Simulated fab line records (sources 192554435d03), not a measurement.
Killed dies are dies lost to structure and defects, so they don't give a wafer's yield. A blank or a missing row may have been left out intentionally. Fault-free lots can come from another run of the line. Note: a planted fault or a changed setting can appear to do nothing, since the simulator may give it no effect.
fab line records + flow n5_finfet
record
- lots=11
- wafers=33
- last_day=17
route steps=1938 shown BEOL_M1@823 BEOL_M4@1111
lots that met no fault: taken from a fault-free run of the same line
start_h: start of the lot's first displayed wafer, in hours after the record's first day + wait_h: hours elapsed since this lot's preceding step + " repeats the value in the row above + L1.1+2: several wafers, shown together as one row + - value missing, or start not given + * or withheld: withheld + < > ~ a bound
route shown NAME@n: names a module that has steps shown in the file, with the first one's number in the route + usual: the fault-free wafers' mean and standard deviation + same: alike in all rows + chamber/n: place in a boat + sites: readings site by site + _std_site: how widely they spread, as a standard deviation + _edge_site: outer sites' mean less inner sites' + radius_mm: for every site, how far away it sits from the centre of the wafer + mask NAME#n: copy n + behind: the most recent tool/chamber to have shaped the wafer + hold: why the lot went on hold/how many hours it stayed there/how the hold came to an end + device: names the non-switching transistor (n, p or np) + end of line: at the end of the route, the tests of the same wafers + for a step that has no rows: nothing shown but its recipe + killed: count of dies lost to structure and defects at first sort (not the wafer's yield) + map: a wafer's dies, marking killed ones x, the rest . and places with no die _
set.NAME: the setting as run; set.NAME@STEP: as run at that earlier step + model.NAME: the simulator's own value behind a step, which no gauge read
route steps across a sampled set of lots; one table per step, one row per wafer
## steps
# step N5_BEOL_M1_ANNEAL_89
# recipe
- temp_c=400
- time_s=240
- ambient=vacuum
# usual
- heater_power_w=783/71
| lot.wafer | tool           | chamber | start_h | wait_h | heater_power_w |
|-----------|----------------|---------|---------|--------|----------------|
| L855.3    | pvd_sputter-01 | -       | 130.33  | 0.0    | 788            |
| L855.4    | "              | -       | "       | "      | 674            |
| L855.5    | "              | -       | "       | "      | 771            |
| L856.1    | pvd_sputter-01 | -       | 135.15  | 0.0    | 674            |
| L856.3    | "              | -       | "       | "      | 857            |
| L856.6    | "              | -       | "       | "      | 878            |
| L857.1    | pvd_sputter-03 | -       | 146.25  | 0.0    | 797            |
| L857.3    | "              | -       | "       | "      | 712            |
| L857.4    | "              | -       | "       | "      | 834            |
| L860.1    | pvd_sputter-03 | -       | 158.24  | 0.0    | 780            |
| L860.4    | "              | -       | "       | "      | 699            |
| L860.6    | "              | -       | "       | "      | 708            |
| L859.1    | pvd_sputter-01 | -       | 162.08  | 0.0    | 802            |
| L859.4    | "              | -       | "       | "      | 821            |
| L859.5    | "              | -       | "       | "      | 697            |
| L866.2    | pvd_sputter-03 | -       | 206.66  | 0.0    | 806            |
| L866.4    | "              | -       | "       | "      | 705            |
| L866.6    | "              | -       | "       | "      | 719            |
| L867.1    | pvd_sputter-02 | -       | 209.27  | 0.0    | 809            |
| L867.2    | "              | -       | "       | "      | 706            |
| L867.3    | "              | -       | "       | "      | 846            |
| L870.2    | pvd_sputter-02 | -       | 228.23  | 0.0    | 700            |
| L870.3    | "              | -       | "       | "      | 932            |
| L870.5    | "              | -       | "       | "      | 802            |
| L872.2    | pvd_sputter-03 | -       | 234.09  | 0.0    | 708            |
| L872.4    | "              | -       | "       | "      | 821            |
| L872.6    | "              | -       | "       | "      | 778            |
| L873.2    | pvd_sputter-03 | -       | 236.75  | 0.0    | 719            |
| L873.3    | "              | -       | "       | "      | 823            |
| L873.5    | "              | -       | "       | "      | 795            |
| L877.3    | pvd_sputter-01 | -       | 268.49  | 0.0    | 791            |
| L877.4    | "              | -       | "       | "      | 688            |
| L877.5    | "              | -       | "       | "      | 795            |
# step N5_BEOL_M1_SPUTTER_92
# recipe
- material=Cu
- target_thk_a=45
- temp_c=-20
- chamber_pressure_pa=0.07
- power_w=withheld
- time_s=8.29
# usual
- chamber_pressure_pa=0.06999/0.00016
- chuck_gas_flow_sccm=1.25/0.056
- throttle_valve_pct=29.9/0.81
| lot.wafer | tool           | chamber | start_h | wait_h | chamber_pressure_pa | chuck_gas_flow_sccm | throttle_valve_pct |
|-----------|----------------|---------|---------|--------|---------------------|---------------------|--------------------|
| L855.3    | pvd_sputter-01 | -       | 130.69  | 0.1    | 0.07018             | 1.29                | 31.7               |
| L855.4    | "              | -       | "       | "      | 0.0698              | 1.20                | 28.9               |
| L855.5    | "              | -       | "       | "      | 0.07008             | 1.20                | 31.4               |
| L856.1    | pvd_sputter-01 | -       | 135.51  | 0.1    | 0.07003             | 1.28                | 29.0               |
| L856.3    | "              | -       | "       | "      | 0.07008             | 1.19                | 30.2               |
| L856.6    | "              | -       | "       | "      | 0.0701              | 1.24                | 29.8               |
| L857.1    | pvd_sputter-03 | -       | 146.61  | 0.1    | 0.07011             | 1.31                | 30.2               |
| L857.3    | "              | -       | "       | "      | 0.07007             | 1.28                | 29.7               |
| L857.4    | "              | -       | "       | "      | 0.07003             | 1.28                | 30.8               |
| L860.1    | pvd_sputter-03 | -       | 158.60  | 0.1    | 0.06999             | 1.21                | 30.5               |
| L860.4    | "              | -       | "       | "      | 0.06985             | 1.29                | 30.0               |
| L860.6    | "              | -       | "       | "      | 0.07013             | 1.22                | 30.0               |
| L859.1    | pvd_sputter-01 | -       | 162.44  | 0.1    | 0.06991             | 1.25                | 30.7               |
| L859.4    | "              | -       | "       | "      | 0.07005             | 1.25                | 30.6               |
| L859.5    | "              | -       | "       | "      | 0.07014             | 1.28                | 29.5               |
| L866.2    | pvd_sputter-03 | -       | 207.02  | 0.1    | 0.06977             | 1.32                | 30.9               |
| L866.4    | "              | -       | "       | "      | 0.0701              | 1.34                | 30.3               |
| L866.6    | "              | -       | "       | "      | 0.06997             | 1.27                | 29.7               |
| L867.1    | pvd_sputter-02 | -       | 209.63  | 0.1    | 0.07023             | 1.20                | 29.7               |
| L867.2    | "              | -       | "       | "      | 0.07008             | 1.30                | 28.8               |
| L867.3    | "              | -       | "       | "      | 0.06993             | 1.34                | 29.1               |
| L870.2    | pvd_sputter-02 | -       | 228.59  | 0.1    | 0.07014             | 1.37                | 28.6               |
| L870.3    | "              | -       | "       | "      | 0.06982             | 1.28                | 28.8               |
| L870.5    | "              | -       | "       | "      | 0.06981             | 1.24                | 29.9               |
| L872.2    | pvd_sputter-03 | -       | 234.45  | 0.1    | 0.05587             | 1.14                | 33.3               |
| L872.4    | "              | -       | "       | "      | 0.05586             | 1.26                | 34.7               |
| L872.6    | "              | -       | "       | "      | 0.05571             | 1.18                | 34.0               |
| L873.2    | pvd_sputter-03 | -       | 237.11  | 0.1    | 0.05587             | 1.34                | 33.5               |
| L873.3    | "              | -       | "       | "      | 0.05567             | 1.30                | 34.6               |
| L873.5    | "              | -       | "       | "      | 0.056               | 1.22                | 34.4               |
| L877.3    | pvd_sputter-01 | -       | 268.85  | 0.1    | 0.06987             | 1.22                | 31.5               |
| L877.4    | "              | -       | "       | "      | 0.07033             | 1.18                | 29.0               |
| L877.5    | "              | -       | "       | "      | 0.06985             | 1.15                | 31.6               |
# step N5_BEOL_M1_ANNEAL_93
# recipe
- temp_c=400
- time_s=240
- ambient=vacuum
# usual
- heater_power_w=785/73
| lot.wafer | tool           | chamber | start_h | wait_h | heater_power_w |
|-----------|----------------|---------|---------|--------|----------------|
| L855.3    | pvd_sputter-01 | -       | 130.77  | 0.0    | 794            |
| L855.4    | "              | -       | "       | "      | 680            |
| L855.5    | "              | -       | "       | "      | 780            |
| L856.1    | pvd_sputter-01 | -       | 135.59  | 0.0    | 676            |
| L856.3    | "              | -       | "       | "      | 868            |
| L856.6    | "              | -       | "       | "      | 869            |
| L857.1    | pvd_sputter-03 | -       | 146.69  | 0.0    | 791            |
| L857.3    | "              | -       | "       | "      | 726            |
| L857.4    | "              | -       | "       | "      | 829            |
| L860.1    | pvd_sputter-03 | -       | 158.68  | 0.0    | 784            |
| L860.4    | "              | -       | "       | "      | 710            |
| L860.6    | "              | -       | "       | "      | 706            |
| L859.1    | pvd_sputter-01 | -       | 162.52  | 0.0    | 811            |
| L859.4    | "              | -       | "       | "      | 795            |
| L859.5    | "              | -       | "       | "      | 678            |
| L866.2    | pvd_sputter-03 | -       | 207.10  | 0.0    | 839            |
| L866.4    | "              | -       | "       | "      | 719            |
| L866.6    | "              | -       | "       | "      | 722            |
| L867.1    | pvd_sputter-02 | -       | 209.71  | 0.0    | 815            |
| L867.2    | "              | -       | "       | "      | 729            |
| L867.3    | "              | -       | "       | "      | 820            |
| L870.2    | pvd_sputter-02 | -       | 228.67  | 0.0    | 712            |
| L870.3    | "              | -       | "       | "      | 954            |
| L870.5    | "              | -       | "       | "      | 791            |
| L872.2    | pvd_sputter-03 | -       | 234.53  | 0.0    | 743            |
| L872.4    | "              | -       | "       | "      | 860            |
| L872.6    | "              | -       | "       | "      | 767            |
| L873.2    | pvd_sputter-03 | -       | 237.19  | 0.0    | 721            |
| L873.3    | "              | -       | "       | "      | 827            |
| L873.5    | "              | -       | "       | "      | 772            |
| L877.3    | pvd_sputter-01 | -       | 268.93  | 0.0    | 790            |
| L877.4    | "              | -       | "       | "      | 686            |
| L877.5    | "              | -       | "       | "      | 788            |
# step N5_BEOL_M1_ANNEAL_95
# recipe
- temp_c=400
- time_s=240
- ambient=vacuum
# usual
- heater_power_w=786/73
| lot.wafer | tool           | chamber | start_h | wait_h | heater_power_w |
|-----------|----------------|---------|---------|--------|----------------|
| L855.3    | pvd_sputter-01 | -       | 130.99  | 0.0    | 809            |
| L855.4    | "              | -       | "       | "      | 688            |
| L855.5    | "              | -       | "       | "      | 805            |
| L856.1    | pvd_sputter-01 | -       | 135.81  | 0.0    | 683            |
| L856.3    | "              | -       | "       | "      | 879            |
| L856.6    | "              | -       | "       | "      | 883            |
| L857.1    | pvd_sputter-03 | -       | 146.91  | 0.0    | 806            |
| L857.3    | "              | -       | "       | "      | 711            |
| L857.4    | "              | -       | "       | "      | 839            |
| L860.1    | pvd_sputter-03 | -       | 158.90  | 0.0    | 771            |
| L860.4    | "              | -       | "       | "      | 711            |
| L860.6    | "              | -       | "       | "      | 720            |
| L859.1    | pvd_sputter-01 | -       | 162.74  | 0.0    | 807            |
| L859.4    | "              | -       | "       | "      | 808            |
| L859.5    | "              | -       | "       | "      | 694            |
| L866.2    | pvd_sputter-03 | -       | 207.32  | 0.0    | 811            |
| L866.4    | "              | -       | "       | "      | 706            |
| L866.6    | "              | -       | "       | "      | 693            |
| L867.1    | pvd_sputter-02 | -       | 209.93  | 0.0    | 799            |
| L867.2    | "              | -       | "       | "      | 704            |
| L867.3    | "              | -       | "       | "      | 821            |
| L870.2    | pvd_sputter-02 | -       | 228.89  | 0.0    | 715            |
| L870.3    | "              | -       | "       | "      | 918            |
| L870.5    | "              | -       | "       | "      | 797            |
| L872.2    | pvd_sputter-03 | -       | 234.75  | 0.0    | 715            |
| L872.4    | "              | -       | "       | "      | 842            |
| L872.6    | "              | -       | "       | "      | 790            |
| L873.2    | pvd_sputter-03 | -       | 237.41  | 0.0    | 711            |
| L873.3    | "              | -       | "       | "      | 845            |
| L873.5    | "              | -       | "       | "      | 795            |
| L877.3    | pvd_sputter-01 | -       | 269.15  | 0.0    | 771            |
| L877.4    | "              | -       | "       | "      | 686            |
| L877.5    | "              | -       | "       | "      | 778            |
# step N5_BEOL_M4_RC_MEAS_101
# usual
- DIBL_N=35.9/1.4
- DIBL_P=35.9/1.7
- IOFF_N=0.155/0.023
- IOFF_P=0.201/0.029
- ION_N=672/8.8
- ION_P=460/7
- SS_N=71.6/0.48
- SS_P=73.1/0.64
- VT_N=250.0/3
- VT_P=-251.6/3
| lot.wafer | tool      | chamber | start_h | wait_h | DIBL_N[mV/V] | DIBL_P[mV/V] | IOFF_N[nA/um] | IOFF_P[nA/um] | ION_N[uA/um] | ION_P[uA/um] | SS_N[mV/dec] | SS_P[mV/dec] | VT_N[mV] | VT_P[mV] |
|-----------|-----------|---------|---------|--------|--------------|--------------|---------------|---------------|--------------|--------------|--------------|--------------|----------|----------|
| L855.3    | prober-02 | 0       | 170.23  | 0.3    | 34.6         | 35.1         | 0.131         | 0.195         | 667          | 460          | 71.7         | 73.3         | 250.4    | -252.1   |
| L855.4    | "         | 0       | "       | "      | 38.2         | 38.6         | 0.191         | 0.252         | 680          | 464          | 72.2         | 74.6         | 245.9    | -250.6   |
| L855.5    | "         | 0       | "       | "      | 37.1         | 37.4         | 0.174         | 0.229         | 672          | 459          | 71.7         | 74.0         | 247.3    | -249.8   |
| L856.1    | prober-02 | 0       | 172.95  | 0.0    | 34.9         | 33.6         | 0.130         | 0.184         | 652          | 452          | 71.9         | 72.2         | 256.1    | -249.7   |
| L856.3    | "         | 0       | "       | "      | 34.1         | 33.5         | 0.120         | 0.181         | 660          | 455          | 71.0         | 72.6         | 254.3    | -250.7   |
| L856.6    | "         | 0       | "       | "      | 35.3         | 35.0         | 0.145         | 0.213         | 664          | 463          | 71.7         | 72.7         | 251.9    | -250.3   |
| L857.1    | prober-02 | 0       | 182.94  | 0.0    | 35.3         | 34.0         | 0.146         | 0.207         | 672          | 469          | 71.8         | 72.6         | 252.7    | -248.6   |
| L857.3    | "         | 0       | "       | "      | 35.4         | 34.6         | 0.144         | 0.206         | 670          | 462          | 71.1         | 73.0         | 250.4    | -247.5   |
| L857.4    | "         | 0       | "       | "      | 36.0         | 36.0         | 0.163         | 0.232         | 688          | 475          | 72.0         | 73.2         | 248.6    | -247.8   |
| L860.1    | prober-01 | 0       | 191.89  | 0.0    | 32.8         | 34.9         | 0.126         | 0.168         | 663          | 453          | 71.3         | 73.3         | 254.2    | -257.0   |
| L860.4    | "         | 0       | "       | "      | 35.5         | 37.1         | 0.165         | 0.200         | 671          | 456          | 71.5         | 73.6         | 250.1    | -254.1   |
| L860.6    | "         | 0       | "       | "      | 35.6         | 37.1         | 0.161         | 0.208         | 668          | 459          | 72.1         | 73.6         | 251.3    | -250.2   |
| L859.1    | prober-01 | 0       | 198.70  | 0.0    | 36.1         | 36.3         | 0.168         | 0.217         | 675          | 460          | 72.0         | 73.0         | 247.6    | -250.3   |
| L859.4    | "         | 0       | "       | "      | 36.0         | 36.4         | 0.163         | 0.207         | 676          | 458          | 71.1         | 73.4         | 250.3    | -251.0   |
| L859.5    | "         | 0       | "       | "      | 35.6         | 36.0         | 0.172         | 0.213         | 673          | 457          | 71.3         | 73.2         | 248.9    | -250.2   |
| L867.1    | prober-02 | 0       | 245.48  | 0.0    | 36.2         | 34.6         | 0.138         | 0.180         | 671          | 461          | 70.9         | 72.2         | 249.2    | -253.5   |
| L867.2    | "         | 0       | "       | "      | 35.2         | 33.5         | 0.123         | 0.166         | 666          | 453          | 70.5         | 72.1         | 253.1    | -256.0   |
| L867.3    | "         | 0       | "       | "      | 37.1         | 35.2         | 0.146         | 0.188         | 672          | 462          | 71.4         | 72.7         | 251.4    | -252.9   |
| L866.2    | prober-01 | 0       | 248.54  | 0.2    | 33.6         | 36.2         | 0.151         | 0.208         | 674          | 467          | 71.8         | 72.9         | 248.0    | -249.2   |
| L866.4    | "         | 0       | "       | "      | 34.7         | 37.1         | 0.157         | 0.220         | 673          | 465          | 71.6         | 74.4         | 249.8    | -249.0   |
| L866.6    | "         | 0       | "       | "      | 33.2         | 35.7         | 0.140         | 0.197         | 665          | 463          | 71.6         | 73.1         | 250.3    | -251.5   |
| L870.2    | prober-02 | 0       | 274.49  | 0.2    | 35.5         | 36.6         | 0.145         | 0.221         | 674          | 471          | 71.6         | 73.2         | 250.0    | -247.2   |
| L870.3    | "         | 0       | "       | "      | 36.6         | 37.4         | 0.164         | 0.237         | 683          | 474          | 72.0         | 73.5         | 247.9    | -245.8   |
| L870.5    | "         | 0       | "       | "      | 37.5         | 38.9         | 0.188         | 0.267         | 684          | 476          | 71.8         | 73.9         | 245.9    | -244.8   |
| L872.2    | prober-02 | 0       | 275.49  | 0.2    | 36.4         | 35.5         | 0.143         | 0.189         | 663          | 457          | 72.0         | 73.6         | 251.3    | -252.0   |
| L872.4    | "         | 0       | "       | "      | 35.6         | 35.2         | 0.139         | 0.183         | 666          | 455          | 71.2         | 72.5         | 253.8    | -253.8   |
| L872.6    | "         | 0       | "       | "      | 35.2         | 34.7         | 0.133         | 0.179         | 671          | 466          | 70.8         | 72.3         | 253.2    | -254.1   |
| L873.2    | prober-02 | 0       | 279.34  | 0.2    | 34.5         | 34.7         | 0.131         | 0.146         | 660          | 448          | 71.4         | 72.9         | 254.0    | -258.7   |
| L873.3    | "         | 0       | "       | "      | 34.9         | 35.5         | 0.134         | 0.149         | 680          | 456          | 71.4         | 73.7         | 254.3    | -256.1   |
| L873.5    | "         | 0       | "       | "      | 34.1         | 34.6         | 0.125         | 0.140         | 658          | 445          | 71.2         | 72.8         | 251.2    | -257.9   |
| L877.3    | prober-01 | 0       | 306.07  | 0.6    | 35.9         | 35.7         | 0.155         | 0.183         | 679          | 461          | 71.4         | 72.8         | 248.4    | -253.1   |
| L877.4    | "         | 0       | "       | "      | 37.2         | 35.9         | 0.157         | 0.196         | 670          | 454          | 71.7         | 73.5         | 250.7    | -252.3   |
| L877.5    | "         | 0       | "       | "      | 34.9         | 34.2         | 0.132         | 0.171         | 666          | 451          | 70.5         | 73.4         | 252.3    | -254.2   |
## key
first_sign
- step=N5_BEOL_M1_SPUTTER_92
- reading=chamber_pressure_pa
- direction=down
- sigmas=90
- usual=0.06999
- struck=0.05583
effect
- step=N5_BEOL_M1_SPUTTER_92
- reading=throttle_valve_pct
- direction=up
- sigmas=5.2
- usual=*
- struck=*
met_at N5_BEOL_M1_SPUTTER_92
struck_lots L872,L873
not_acting_at N5_BEOL_M1_ANNEAL_89,N5_BEOL_M1_ANNEAL_93,N5_BEOL_M1_ANNEAL_95
onset_between 207.02 234.45
fault
- kind=process_parameter_drift
- tool=pvd_sputter-03
- chamber=-
- onset_h=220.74
- steps=N5_BEOL_M1_SPUTTER_92
- channel=chamber_pressure_pa
- offset=-0.014227
- shape=step
- end_h=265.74
- acts_in=these_recipes_only
- stated=0.07
